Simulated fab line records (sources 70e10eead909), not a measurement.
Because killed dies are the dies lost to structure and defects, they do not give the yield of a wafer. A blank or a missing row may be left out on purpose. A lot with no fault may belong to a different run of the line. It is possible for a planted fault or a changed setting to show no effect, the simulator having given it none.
Matching of chambers -- flow nand_harc -- NHARC_THIN_TSV_CMP_21 on cmp-01: 4 sister chambers
The step polishes, t overpolish 30 s, target thk 2000 nm. 14 wafers are shown with their chamber, then 7 later ones without.

## WAFERS PAIRED WITH THEIR CHAMBERS
wafer,chamber,motor_current_A (A),overpolish_run_s (s)
L612.2,1,9.8,29.999
L612.3,0,13.7,30.004
L612.6,2,13.4,29.982
L614.2,3,12.6,30.002
L614.4,2,13.0,30.014
L614.5,0,14.1,30.010
L611.4,2,13.8,29.998
L611.5,3,12.7,29.990
L611.6,2,12.9,30.016
L618.1,3,12.3,30.011
L618.5,1,10.0,29.986
L618.6,2,13.3,30.002
L622.1,3,12.3,29.993
L622.3,1,10.4,30.003

SIGNATURES (averages over the wafers above)
reading,chamber 0,chamber 1,chamber 2,chamber 3,scatter within a chamber
motor_current_A,13.900,10.067,13.280,12.475,0.3
overpolish_run_s,30.00700,29.99600,30.00240,29.99900,0.011
Rule: a wafer lies at a distance from a chamber equal to the root of the sum of squares, over the readings, of (its reading less the chamber's mean, divided by the reading's scatter). The wafer belongs to the nearest chamber; if the next one is less than 2 further off, it can't be placed. The scatter: the root of (the sum of the squares of (reading less its chamber's mean) over the shown wafers, divided by (wafers less chambers)).

## WAFERS WITHOUT THEIR CHAMBER
wafer,motor_current_A (A),overpolish_run_s (s)
L622.4,13.5,29.987
L623.1,12.8,29.998
L623.3,10.0,29.996
L623.4,13.3,29.994
L630.3,13.5,29.998
L630.4,12.4,30.015
L630.5,13.0,29.996

## CHAMBER TAKEN BY EACH
wafer,from the rows above,in truth
L622.4,can't be placed: 2 or 0 or 3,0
L623.1,can't be placed: 3 or 2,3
L623.3,1,1
L623.4,can't be placed: 2 or 0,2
L630.3,can't be placed: 2 or 0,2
L630.4,can't be placed: 3 or 2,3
L630.5,can't be placed: 2 or 3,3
Placed correctly: 1 of 7. Unplaceable from these rows: 6, with the true chamber sitting among the candidates in 6. Number placed wrongly: 0.
